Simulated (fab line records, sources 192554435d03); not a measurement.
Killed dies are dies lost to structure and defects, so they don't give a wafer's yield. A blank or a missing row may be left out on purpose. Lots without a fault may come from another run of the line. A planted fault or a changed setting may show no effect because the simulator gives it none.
fab line records | flow n5_finfet
record lots=10 wafers=30 last_day=17
route steps=1938 shown WELL_APT@55 PMOS_HMC_CHANNEL_EPI@68 BEOL_M4@1111 PASSIVATION@1936
lots that met no fault: from a run of the same line without faults
start_h: hours from the record's first day to the start of the lot's first wafer shown | wait_h: hours since the lot's step before | " the same as in the row above | L1.1+2: a row that stands for several wafers | - no value, or no start given | * or withheld: withheld | < > ~ a bound
route shown NAME@n: a module of which the file shows steps, and the number in the route of the first | usual: mean/standard deviation of fault-free wafers | same: alike in all rows | chamber/n: place in a boat | sites: the reading at each site | _std_site: their standard deviation | _edge_site: outer sites' mean less inner sites' | radius_mm: how far each site lies from the wafer's centre | mask NAME#n: copy n | behind: the tool/chamber that last shaped the wafer | hold: why the lot was held/for how many hours/how that ended | device: the transistor (n, p or np) that didn't switch | end of line: the same wafers' tests at the end of the route | a step without rows: its recipe alone | killed: dies lost to structure and defects at the first sort, not the wafer's yield | map: a wafer's dies, x killed, . not, _ none there
set.NAME: the setting as run; set.NAME@STEP: as run at that earlier step | model.NAME: the simulator's own value behind a step, which no gauge read
steps of the route over a sample of lots; a table a step, a row a wafer
services: from which hour (start_h, from the record's first day; less than 0 if before it) a tool's chamber was out of use, for how many hours, and why
## steps
# step N5_WELL_APT_EPI_41
# recipe material=Si target_thk_a=500 temp_c=650 precursor=SiH4/H2 pressure_torr=20 time_s=297.7
# usual chamber_pressure_Torr=20.01/0.041 lamp_inner_pct=14.4/1.9 throttle_valve_pct=11.5/0.58
# columns lot.wafer tool chamber start_h wait_h chamber_pressure_Torr lamp_inner_pct throttle_valve_pct
L567.2 epi_rpcvd-01 0 17.25 0.1 20.00 16.8 12.1
L567.3 " 0 " " 20.06 16.9 12.1
L567.4 " 0 " " 19.98 16.9 11.8
L570.3 epi_rpcvd-04 0 35.10 0.2 20.06 12.6 11.7
L570.5 " 0 " " 19.97 12.5 12.3
L570.6 " 0 " " 19.97 12.5 12.0
L571.1 epi_rpcvd-03 0 40.94 0.0 20.03 16.3 11.0
L571.4 " 0 " " 19.97 16.3 10.8
L571.5 " 0 " " 20.01 16.3 10.9
L572.1 epi_rpcvd-04 0 46.22 0.0 20.14 12.6 12.0
L572.3 " 0 " " 20.02 12.5 11.9
L572.5 " 0 " " 20.11 12.5 12.0
L575.1 epi_rpcvd-04 0 64.46 0.0 19.95 12.6 12.2
L575.3 " 0 " " 20.04 12.4 12.0
L575.5 " 0 " " 19.99 12.5 12.1
L577.1 epi_rpcvd-04 0 76.36 0.0 20.02 12.3 12.0
L577.3 " 0 " " 20.01 12.6 11.8
L577.6 " 0 " " 19.97 12.6 12.3
L587.1 epi_rpcvd-04 0 136.91 0.0 20.02 12.4 11.9
L587.2 " 0 " " 20.03 12.7 12.2
L587.3 " 0 " " 19.98 12.6 11.9
L588.1 epi_rpcvd-03 0 142.80 0.0 20.00 16.1 10.8
L588.2 " 0 " " 19.99 16.2 11.0
L588.3 " 0 " " 20.10 16.1 10.8
L589.1 epi_rpcvd-04 0 148.02 0.0 20.01 12.5 11.8
L589.3 " 0 " " 20.02 12.6 12.0
L589.4 " 0 " " 20.04 12.6 11.9
L590.1 epi_rpcvd-03 0 154.10 0.0 20.04 16.2 10.9
L590.3 " 0 " " 20.12 16.4 10.8
L590.6 " 0 " " 20.02 16.1 11.1
# step N5_PMOS_HMC_CHANNEL_EPI_DESCUM_14
# recipe chemistry=O2 time_s=7.9 source_power_w=50 bias_power_w=20 pressure_mtorr=20 rf_frequency_hz=2.712e+07 temp_c=40 resist=CAR-ArF-block o2_flow_sccm=225
# usual drypump_motor_current_A=5.7/0.44 o2_flow_sccm=224.9/0.64 oes_product_au=0.83/0.096 rf_vpp_V=243.4/1.6 showerhead_plenum_p_Torr=2.11/0.086 throttle_valve_pct=20.38/0.22
# columns lot.wafer tool chamber start_h wait_h drypump_motor_current_A o2_flow_sccm oes_product_au rf_hours_counter_h rf_vpp_V showerhead_plenum_p_Torr throttle_valve_pct
L567.2 rie_diel-05 3 18.31 0.0 5.3 224.1 0.74 179 244.7 2.08 20.23
L567.3 " 1 " " 5.3 224.3 0.96 9 244.3 2.23 20.13
L567.4 " 2 " " 5.4 225.1 0.95 - 246.2 2.23 20.28
L570.3 rie_diel-05 0 36.12 0.0 6.3 225.8 0.98 4 242.3 2.06 20.57
L570.5 " 1 " " 5.3 224.8 0.95 - 244.8 2.23 20.15
L570.6 " 2 " " 5.5 224.6 0.94 - 245.3 2.23 20.28
L571.1 rie_diel-04 2 42.11 0.0 4.8 226.5 0.77 137 243.5 2.18 20.12
L571.4 " 0 " " 6.2 225.4 0.77 135 243.4 2.10 20.33
L571.5 " 0 " " 6.2 224.2 0.77 - 243.1 2.10 20.31
L572.1 rie_diel-03 3 47.26 0.0 6.0 224.8 0.67 263 241.0 1.97 20.84
L572.3 " 0 " " 5.4 225.2 0.80 101 242.6 2.11 20.47
L572.5 " 0 " " 5.4 224.7 0.81 - 240.6 2.11 20.46
L575.1 rie_diel-03 0 65.50 0.0 5.4 224.5 0.80 106 244.1 2.10 20.47
L575.3 " 3 " " 6.1 224.4 0.66 268 241.1 1.96 20.87
L575.5 " 0 " " 5.4 224.8 0.80 - 245.0 2.10 20.47
L577.1 rie_diel-05 0 77.43 0.1 6.3 225.1 0.93 18 243.4 2.05 20.59
L577.3 " 3 " " 5.3 223.7 0.73 199 243.6 2.07 20.26
L577.6 " 3 " " 5.3 223.1 0.72 - 242.1 2.07 20.28
L587.1 rie_diel-04 0 138.90 0.9 6.3 224.9 0.75 164 242.8 2.09 20.36
L587.2 " 3 " " 6.0 225.0 0.75 155 240.9 2.00 20.34
L587.3 " 2 " " 4.8 225.5 0.74 169 242.9 2.17 20.19
L588.1 rie_diel-05 3 143.84 0.0 5.4 223.8 0.72 219 242.2 2.07 20.29
L588.2 " 2 " " 5.4 224.6 0.87 57 245.8 2.22 20.34
L588.3 " 1 " " 5.3 225.2 0.90 44 245.4 2.22 20.19
L589.1 rie_diel-05 2 149.28 0.1 5.5 225.1 0.87 59 245.2 2.22 20.32
L589.3 " 3 " " 5.3 225.3 0.71 220 243.5 2.07 20.29
L589.4 " 1 " " 5.4 225.9 0.89 46 244.9 2.22 20.20
L590.1 rie_diel-03 1 155.13 0.0 6.0 225.4 0.74 180 241.3 2.00 20.43
L590.3 " 2 " " 6.2 225.2 0.86 63 244.4 2.12 20.16
L590.6 " 3 " " 6.0 224.2 0.97 - 244.5 2.23 20.46
# step N5_PMOS_HMC_CHANNEL_EPI_EPI_20
# recipe material=SiGe30 mask_material=SiO2 pressure_torr=20 target_thk_a=590 temp_c=600
# usual chamber_pressure_Torr=20.00/0.039 lamp_inner_pct=12.5/1.2
# columns lot.wafer tool chamber start_h wait_h chamber_pressure_Torr lamp_inner_pct
L567.2 epi_rpcvd-03 0 19.14 0.2 20.03 13.6
L567.3 " 0 " " 20.00 13.5
L567.4 " 0 " " 19.97 13.6
L570.3 epi_rpcvd-03 0 37.15 0.4 19.99 13.7
L570.5 " 0 " " 19.98 13.8
L570.6 " 0 " " 20.01 13.7
L571.1 epi_rpcvd-02 0 42.73 0.0 19.97 12.0
L571.4 " 0 " " 19.94 12.0
L571.5 " 0 " " 20.00 11.9
L572.1 epi_rpcvd-04 0 47.91 0.0 19.94 10.5
L572.3 " 0 " " 20.00 10.5
L572.5 " 0 " " 19.99 10.5
L575.1 epi_rpcvd-03 0 66.14 0.0 20.03 13.7
L575.3 " 0 " " 20.03 13.7
L575.5 " 0 " " 20.01 13.8
L577.1 epi_rpcvd-03 0 78.05 0.0 19.99 13.6
L577.3 " 0 " " 19.94 13.6
L577.6 " 0 " " 19.94 13.7
L587.1 epi_rpcvd-03 - 139.53 0.0 - -
L587.2 " - " " - -
L587.3 " - " " - -
L588.1 epi_rpcvd-02 - 144.47 0.0 - -
L588.2 " - " " - -
L588.3 " - " " - -
L589.1 epi_rpcvd-02 0 149.91 0.0 20.02 12.0
L589.3 " 0 " " 20.06 12.0
L589.4 " 0 " " 20.01 12.0
L590.1 epi_rpcvd-02 0 155.77 0.0 20.02 12.0
L590.3 " 0 " " 20.01 11.9
L590.6 " 0 " " 20.05 11.9
# step N5_PMOS_HMC_CHANNEL_EPI_CMP_21
# recipe material=SiGe30 post_cmp_clean=alkaline_brush target_thk_nm=54
# usual edge_zone_pressure_frac=1.000/0.0056 motor_current_A=12.5/1 slurry_flow_ml_min=150.0/0.46
# columns lot.wafer tool chamber start_h wait_h edge_zone_pressure_frac motor_current_A slurry_flow_ml_min
L567.2 cmp-03 0 20.36 0.1 0.998 11.7 150.1
L567.4 " 1 " " 1.002 12.3 150.5
L567.3 " 2 " " 0.995 14.0 149.2
L570.3 cmp-03 1 38.16 0.1 1.005 12.9 150.1
L570.6 " 3 " " 1.000 11.9 149.7
L570.5 " 0 " " 0.995 11.3 149.9
L571.1 cmp-04 1 44.11 0.1 0.998 13.0 150.0
L571.4 " 3 " " 0.999 11.9 149.7
L571.5 " 1 " " 0.996 13.1 150.5
L572.3 cmp-04 1 49.32 0.1 1.001 12.6 150.3
L572.1 " 2 " " 1.008 13.3 149.5
L572.5 " 3 " " 1.005 11.3 149.7
L575.1 cmp-02 3 67.49 0.0 1.001 10.8 150.0
L575.3 " 2 " " 1.010 13.1 149.5
L575.5 " 3 " " 0.995 11.7 149.7
L577.1 cmp-03 2 79.43 0.1 1.006 15.1 150.1
L577.3 " 0 " " 0.987 12.0 149.0
L577.6 " 1 " " 0.997 12.4 150.3
L587.3 cmp-04 1 140.89 0.0 1.003 12.3 150.1
L587.2 " 3 " " 1.002 11.3 150.1
L587.1 " 0 " " 1.003 12.8 150.0
L588.1 cmp-02 3 145.81 0.0 1.007 11.0 150.1
L588.2 " 0 " " 0.996 12.3 149.8
L588.3 " 1 " " 1.000 13.3 149.6
L589.4 cmp-03 1 151.29 0.1 1.004 12.4 150.7
L589.3 " 2 " " 1.004 14.5 150.1
L589.1 " 3 " " 0.999 12.3 150.9
L590.1 cmp-03 0 157.10 0.0 1.004 11.5 150.1
L590.3 " 1 " " 1.003 13.1 149.5
L590.6 " 0 " " 0.993 11.3 150.0
# step N5_BEOL_M4_RC_MEAS_101
# usual DIBL_N=36.5/1.4 DIBL_P=36.6/1.6 IOFF_N=0.160/0.024 IOFF_P=0.217/0.029 ION_N=674/8.7 ION_P=464/6.5 SS_N=71.6/0.47 SS_P=73.4/0.57 VT_N=250.0/2.5 VT_P=-250/3.1
# columns lot.wafer tool chamber start_h wait_h DIBL_N[mV/V] DIBL_P[mV/V] IOFF_N[nA/um] IOFF_P[nA/um] ION_N[uA/um] ION_P[uA/um] SS_N[mV/dec] SS_P[mV/dec] VT_N[mV] VT_P[mV]
L567.2 prober-02 0 167.21 0.2 38.0 37.7 0.172 0.236 676 466 71.7 72.8 250.4 -248
L567.3 " 0 " " 39.3 38.8 0.190 0.250 676 466 72.2 73.7 247.5 -247
L567.4 " 0 " " 36.9 36.6 0.149 0.218 673 468 71.5 73.6 252.5 -250
L570.3 prober-02 0 193.68 0.3 34.9 35.5 0.155 0.228 680 471 71.6 73.5 249.3 -249
L570.5 " 0 " " 33.5 33.6 0.128 0.191 667 466 71.3 72.9 252.2 -252
L570.6 " 0 " " 35.1 36.0 0.159 0.224 687 471 72.0 73.1 249.7 -247
L571.1 prober-01 0 195.34 0.0 37.1 37.2 0.180 0.253 687 474 71.6 73.5 247.7 -247
L571.4 " 0 " " 36.6 36.7 0.178 0.256 675 468 71.7 72.6 247.2 -246
L571.5 " 0 " " 36.3 36.3 0.169 0.241 684 475 71.6 73.6 244.9 -245
L572.1 prober-02 0 210.82 0.0 38.8 39.8 0.211 0.253 694 465 72.7 74.1 248.9 -249
L572.3 " 0 " " 35.9 36.3 0.160 0.196 677 457 71.2 73.5 250.0 -253
L572.5 " 0 " " 37.8 38.6 0.187 0.226 679 460 70.8 74.0 249.7 -253
L577.1 prober-02 0 218.91 0.2 38.4 37.1 0.194 0.234 675 462 71.9 73.4 245.2 -250
L577.3 " 0 " " 37.3 36.7 0.182 0.243 687 467 71.9 74.1 248.5 -250
L577.6 " 0 " " 37.9 36.9 0.184 0.232 680 469 71.9 73.7 245.5 -251
L575.1 prober-01 0 227.21 0.0 36.3 37.3 0.169 0.261 678 474 71.1 74.2 248.6 -245
L575.3 " 0 " " 37.1 37.9 0.187 0.267 673 474 72.0 73.4 245.1 -243
L575.5 " 0 " " 36.9 37.7 0.176 0.256 689 474 71.9 73.4 248.4 -244
L589.1 prober-01 0 301.14 0.0 35.8 38.6 0.164 0.217 677 454 71.6 73.5 248.1 -249
L589.3 " 0 " " 34.8 37.1 0.143 0.193 677 461 70.9 73.4 252.1 -250
L589.4 " 0 " " 37.9 40.1 0.199 0.236 686 458 73.0 74.4 248.2 -249
L590.1 prober-02 0 304.14 0.0 37.0 36.3 0.169 0.218 677 459 72.2 72.9 249.2 -251
L590.3 " 0 " " 36.4 36.3 0.166 0.213 682 464 71.4 74.0 247.6 -252
L590.6 " 0 " " 36.7 36.4 0.173 0.222 680 464 72.0 73.8 247.2 -249
# step N5_PASSIVATION_PROBE_49
# usual defect_limited_yield=91.2/1.4 killed_at_M0_to_M3=34/9.4 killed_at_M4_up=13/5.8 killed_at_contacts=13/6.4 killed_at_front_end=41/11 killed_at_other=3.1/2.3 killed_dies=103/16 killed_on_rim=13/3.4 killed_open=69/12 killed_short=33/7.8 sort_bin_5_function=5.1/0.91 sort_bin_6_memory=3.3/0.63 sort_n_pass=1077/16 sort_yield_pct=91.2/1.4
# same gross_dies=1180 killed_at_back_side=0 sort_bin_4_leakage[%]=0 sort_bin_8_speed[%]=0
# columns lot.wafer tool chamber start_h wait_h defect_limited_yield[%] killed_at_M0_to_M3 killed_at_M4_up killed_at_contacts killed_at_front_end killed_at_other killed_dies killed_on_rim killed_open killed_short sort_bin_5_function[%] sort_bin_6_memory[%] sort_n_pass sort_yield_pct[%]
L567.2 prober-01 - 270.42 0.1 90.3 22 8 32 49 3 114 16 76 36 6.5 3.0 1066 90.3
L567.3 prober-01 - 270.47 0.1 92.0 27 15 17 33 2 94 15 54 38 4.2 3.3 1086 92.0
L567.4 prober-01 - 270.52 0.2 91.9 19 17 22 30 7 95 10 65 29 4.7 2.9 1085 91.9
L588.1 prober-01 - 380.03 0.0 0 9 2 4 1165 0 1180 152 20 8 71.9 3.6 0 0
L588.2 prober-01 - 380.08 0.1 0 5 8 1 1165 1 1180 152 14 8 73.3 1.6 0 0
L588.3 prober-01 - 380.13 0.1 0 12 1 5 1160 2 1180 152 18 13 73.0 2.5 0 0
L587.1 prober-02 - 386.68 0.0 0 12 0 0 1168 0 1180 152 12 7 72.2 3.2 0 0
L587.2 prober-02 - 386.73 0.1 0 8 4 3 1165 0 1180 152 13 7 72.0 2.4 0 0
L587.3 prober-02 - 386.78 0.1 0 4 5 6 1165 0 1180 152 17 8 74.2 2.9 0 0
L590.1 prober-01 - 411.76 0.0 90.2 36 15 23 38 4 116 18 86 27 5.8 3.6 1064 90.2
L590.3 prober-01 - 411.86 0.1 93.5 27 9 10 28 3 77 8 54 22 4.2 2.0 1103 93.5
L590.6 prober-01 - 412.01 0.3 91.4 23 20 7 51 0 101 9 60 38 5.3 2.8 1079 91.4
# killed by level:class
L567.2 MOL_CONTACT_COAG:geometric_particle:open=24 MOL_CONTACT_COAG:geometric_particle:short=8 DUMMY_GATE:geometric_particle:open=7 BEOL_M1:geometric_particle:open=7 FIN_SAQP:geometric_particle:open=6 STI_FIN_REVEAL:geometric_particle:open=5 GATE_CUT:geometric_particle:short=5 GATE_CUT:geometric_particle:open=5
L567.3 MOL_CONTACT_COAG:geometric_particle:open=11 STI_FIN_REVEAL:geometric_particle:open=7 BEOL_M1:geometric_particle:open=7 MOL_CONTACT_COAG:geometric_particle:short=6 STARTING-WAFER:geometric_particle:short=6 GATE_CUT:geometric_particle:short=5 BEOL_M2:geometric_particle:open=5 BEOL_M4:geometric_particle:open=5
L567.4 MOL_CONTACT_COAG:geometric_particle:open=20 STI_FIN_REVEAL:geometric_particle:open=7 BEOL_M4:geometric_particle:open=7 BEOL_M2:geometric_particle:open=6 BEOL_M3:geometric_particle:open=5 STARTING-WAFER:geometric_particle:short=4 BEOL_M4:geometric_particle:short=4 BEOL_M5:geometric_particle:open=4
L588.1 FIN_SAQP:lost_pattern=1146 STI_FIN_REVEAL:geometric_particle:open=6 PMOS_HMC_CHANNEL_EPI:area_epi=6 MOL_CONTACT_COAG:geometric_particle:open=4 FIN_SAQP:geometric_particle:short=3 BEOL_M0_SAQP:geometric_particle:open=3 BEOL_M6:geometric_particle:open=2 BEOL_M1:geometric_particle:open=2
L588.2 FIN_SAQP:lost_pattern=1154 PMOS_HMC_CHANNEL_EPI:area_epi=4 FIN_SAQP:geometric_particle:short=3 FIN_SAQP:geometric_particle:open=2 BEOL_M0_SAQP:geometric_particle:open=2 BEOL_M0_SAQP:geometric_particle:short=2 GATE_CUT:geometric_particle:open=1 MOL_CONTACT_COAG:geometric_particle:open=1
L588.3 FIN_SAQP:lost_pattern=1143 BEOL_M0_SAQP:geometric_particle:short=5 PMOS_HMC_CHANNEL_EPI:area_epi=5 FIN_SAQP:geometric_particle:open=4 MOL_CONTACT_COAG:geometric_particle:open=3 FIN_SAQP:geometric_particle:short=3 BEOL_M0_SAQP:geometric_particle:open=3 ILD0:geometric_particle:short=2
L587.1 FIN_SAQP:lost_pattern=1154 PMOS_HMC_CHANNEL_EPI:area_epi=7 BEOL_M3:geometric_particle:open=4 BEOL_M0_SAQP:geometric_particle:short=3 STI_FIN_REVEAL:geometric_particle:open=2 BEOL_M2:geometric_particle:open=2 FIN_SAQP:geometric_particle:short=1 FIN_SAQP:geometric_particle:open=1
L587.2 FIN_SAQP:lost_pattern=1153 PMOS_HMC_CHANNEL_EPI:area_epi=5 GATE_CUT:geometric_particle:short=2 MOL_CONTACT_COAG:geometric_particle:open=2 BEOL_M3:geometric_particle:open=2 BEOL_M3:geometric_particle:short=2 STI_FIN_REVEAL:geometric_particle:open=1 STI_FIN_REVEAL:geometric_particle:short=1
L587.3 FIN_SAQP:lost_pattern=1152 STI_FIN_REVEAL:geometric_particle:open=4 MOL_CONTACT_COAG:geometric_particle:open=4 PMOS_HMC_CHANNEL_EPI:area_epi=3 FIN_SAQP:geometric_particle:short=2 BEOL_M3:geometric_particle:open=2 MOL_CONTACT_COAG:geometric_particle:short=2 FIN_SAQP:geometric_particle:open=1
L590.1 MOL_CONTACT_COAG:geometric_particle:open=21 BEOL_M1:geometric_particle:open=10 BEOL_M2:geometric_particle:open=9 BEOL_M3:geometric_particle:open=7 GATE_CUT:geometric_particle:short=6 FIN_SAQP:geometric_particle:short=4 STI_FIN_REVEAL:geometric_particle:open=4 GATE_CUT:geometric_particle:open=4
L590.3 BEOL_M1:geometric_particle:open=10 MOL_CONTACT_COAG:geometric_particle:open=8 FIN_SAQP:geometric_particle:short=6 BEOL_M0_SAQP:geometric_particle:open=6 FIN_SAQP:geometric_particle:open=4 GATE_CUT:geometric_particle:open=4 STARTING-WAFER:geometric_particle:open=4 BEOL_M1:geometric_particle:short=3
L590.6 FIN_SAQP:geometric_particle:short=14 FIN_SAQP:geometric_particle:open=10 MOL_CONTACT_COAG:geometric_particle:open=6 BEOL_M0_SAQP:geometric_particle:short=6 BEOL_M2:geometric_particle:open=6 BEOL_M6:geometric_particle:open=5 STI_FIN_REVEAL:geometric_particle:open=4 ILD0:geometric_particle:short=4
## services
# columns tool chamber start_h hours kind
rie_diel-05 0 -4.47 - clean
rie_diel-03 1 -3.01 117.5 repair
cmp-02 - -1.91 0.9 repair
epi_rpcvd-03 - 23.58 6.0 pm
cmp-03 - 23.93 1.4 repair
cmp-04 - 27.50 3.7 repair
cmp-02 - 31.40 2.8 repair
epi_rpcvd-01 - 39.00 2.8 pm
cmp-03 - 44.09 4.0 pm
rie_diel-05 1 53.03 12.9 repair
rie_diel-03 - 57.84 2.8 pm
cmp-04 - 64.33 2.2 repair
epi_rpcvd-02 - 66.03 1.7 repair
rie_diel-03 3 69.26 7.2 repair
cmp-03 - 72.45 0.3 repair
cmp-04 - 76.62 3.1 repair
rie_diel-04 - 86.96 1.0 repair
rie_diel-05 2 91.74 2.1 repair
cmp-03 - 94.83 0.4 repair
epi_rpcvd-01 - 113.99 27.2 pm
cmp-02 - 117.19 3.8 repair
epi_rpcvd-04 - 126.45 8.1 pm
epi_rpcvd-03 - 135.29 2.3 repair
epi_rpcvd-01 - 155.38 8.1 pm
## key
first_sign step=N5_PMOS_HMC_CHANNEL_EPI_EPI_20 reading=tool_record direction=missing
effect step=N5_PASSIVATION_PROBE_49 reading=killed_at_front_end direction=up sigmas=99+ usual=41 struck=1165
met_at N5_PMOS_HMC_CHANNEL_EPI_EPI_20
struck_lots L587,L588
later_rows_left_out L587.1,L587.2,L587.3,L588.1,L588.2,L588.3
not_acting_at N5_WELL_APT_EPI_41,N5_PMOS_HMC_CHANNEL_EPI_DESCUM_14,N5_PMOS_HMC_CHANNEL_EPI_CMP_21
onset_between 78.05 139.53
fault kind=skipped_step_whole tool=epi_rpcvd-02,epi_rpcvd-03 chamber=- onset_h=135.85 steps=N5_PMOS_HMC_CHANNEL_EPI_EPI_20 scope=struck_lots_only
# later_rows_left_out: the simulator's readings of these wafers behind a module that went badly wrong aren't trusted and aren't shown, but for the sort
